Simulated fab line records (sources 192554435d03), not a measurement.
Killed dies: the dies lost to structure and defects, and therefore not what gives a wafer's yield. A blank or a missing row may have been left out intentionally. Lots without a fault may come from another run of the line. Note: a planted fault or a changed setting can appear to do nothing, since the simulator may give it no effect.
Matching of chambers	flow n5Finfet	N5_GATE_CUT_ETCH_37 on rieDiel-05 has 4 sister chambers
The step etches SOC in N2/H2, target depth 60 nm, overetch 12 nm, time 90 s. 4 wafers are shown with their chamber, then 10 later ones without.

WAFERS, EACH WITH ITS CHAMBER
wafer	chamber	drypumpMotorCurrentA (A)
L087.5	1	5.6
L090.3	0	5.8
L092.1	2	5.3
L092.2	3	5.9

WAFERS MISSING THEIR CHAMBER
wafer	drypumpMotorCurrentA (A)
L092.3	5.8
L093.1	5.8
L093.4	5.3
L093.5	5.8
L095.2	5.2
L095.3	5.8
L095.4	5.5
L096.2	5.8
L096.3	5.8
L096.6	5.3

CHAMBER TAKEN BY EACH
wafer	from the rows above	in truth
L092.3	0	0
L093.1	0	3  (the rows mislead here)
L093.4	2	2
L093.5	0	0
L095.2	2	2
L095.3	0	0
L095.4	1	1
L096.2	0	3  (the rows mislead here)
L096.3	0	0
L096.6	2	2
8 of 10 placed correctly. Number that these rows cannot place: 0. Wrongly placed: 2.
How it was worked out, from the rows above alone: a wafer's distance from a chamber is the root of the sum, over the readings, of the square of ((its reading less the chamber's mean) divided by the reading's scatter). If the next closest chamber is less than 2 further off than the closest, the wafer can't be placed; otherwise it belongs to the closest. A chamber's mean is the mean of its shown wafers. The scatter (one wafer shown for each chamber): square how far every hidden wafer sits from the nearest shown wafer, average those squares and take the square root.
